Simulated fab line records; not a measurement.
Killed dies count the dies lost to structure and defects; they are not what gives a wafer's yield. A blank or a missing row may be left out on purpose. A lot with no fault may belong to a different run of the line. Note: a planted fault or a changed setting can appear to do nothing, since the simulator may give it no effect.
The tool behind it: which one? ; flow nandHarc ; 6 lots, 17 wafers sampled, at 4 steps of a route of 1302

## WHAT THE GAUGES SHOWED, per wafer
NHARC_A_ONON_D2_THK_MEAS_24: measures by ellipsometry.
lot;measured;on;thkNm (nm)
L232;day 13 21:52;filmMetro-01;1005 1003 1006
L235;day 15 06:26;filmMetro-01;1000 1001 999
L237;day 16 08:49;filmMetro-02;1001 1001 1002
L239;day 17 09:23;filmMetro-01;991 991 989
L247;day 20 16:10;filmMetro-02;1008 550
L251;day 21 13:03;filmMetro-02;1008 1009 1008

## EACH LOT AND THE TOOL THAT RAN IT (in order: tool; ch and the chambers of the sampled wafers; start)
lot;NHARC_A_DECK1_JOINT_ETCHBACK_07;NHARC_A_DECK1_JOINT_CMP_02;NHARC_A_ONON_D2_DEP_22
L232;rieSi-04 ch 2,3, day 12 00:14;cmp-03 ch 0,1,3, day 13 09:52;pecvdOnon-02 ch 0, day 13 21:21
L235;rieSi-05 ch 0,2, day 13 08:43;cmp-03 ch 0,3, day 14 16:47;pecvdOnon-04 ch 0, day 15 05:56
L237;rieSi-02 ch 0,2,3, day 14 10:12;cmp-04 ch 0,1,3, day 15 20:04;pecvdOnon-04 ch 0, day 16 08:17
L239;rieSi-04 ch 0,1,3, day 15 02:46;cmp-04 ch 1,2, day 16 20:26;pecvdOnon-02 ch 0, day 17 08:55
L247;rieSi-02 ch 0,2, day 18 19:31;cmp-04 ch 1,3, day 20 04:00;pecvdOnon-04 ch 0, day 20 15:37
L251;rieSi-02 ch 0,3, day 19 17:56;cmp-02 ch 0,1,3, day 21 00:40;pecvdOnon-03 ch 0, day 21 12:32
- NHARC_A_DECK1_JOINT_ETCHBACK_07: etches the open film in HBr, target depth 105 nm, time 26.9 s.
- NHARC_A_DECK1_JOINT_CMP_02: polishes SiOx.
- NHARC_A_ONON_D2_DEP_22: target thk 1000 nm.

## THE ANSWER, worked out from the rows above alone
Rule: the usual values come from the lots themselves. The widest of any qualifying gaps counts: lots, ordered by their means at a reading, are off when they make up no more than a third of the lots, leave a main group of 4 or more, and stand apart from it by 3 or more times the standard deviation of that group's means. A main group is skipped when, at the precision printed for the reading in the tables above, its means are all equal. A lot without any number at a reading at which 4 lots or more have one is off too. All remaining lots with rows at the step are treated as sound.
Off: L247 (NHARC_A_ONON_D2_THK_MEAS_24, thkNm). Main group: mean 1001 nm, sd 6.
If a tool, at a process step before that reading, ran all the lots that are off and no sound lot after the first of them, it fits. The gauges at NHARC_A_ONON_D2_THK_MEAS_24 are tried like those tools. This does not decide it: 2 tools fit, namely cmp-04 at NHARC_A_DECK1_JOINT_CMP_02 and pecvdOnon-04 at NHARC_A_ONON_D2_DEP_22.

## WHAT THE SIMULATOR PUT IN
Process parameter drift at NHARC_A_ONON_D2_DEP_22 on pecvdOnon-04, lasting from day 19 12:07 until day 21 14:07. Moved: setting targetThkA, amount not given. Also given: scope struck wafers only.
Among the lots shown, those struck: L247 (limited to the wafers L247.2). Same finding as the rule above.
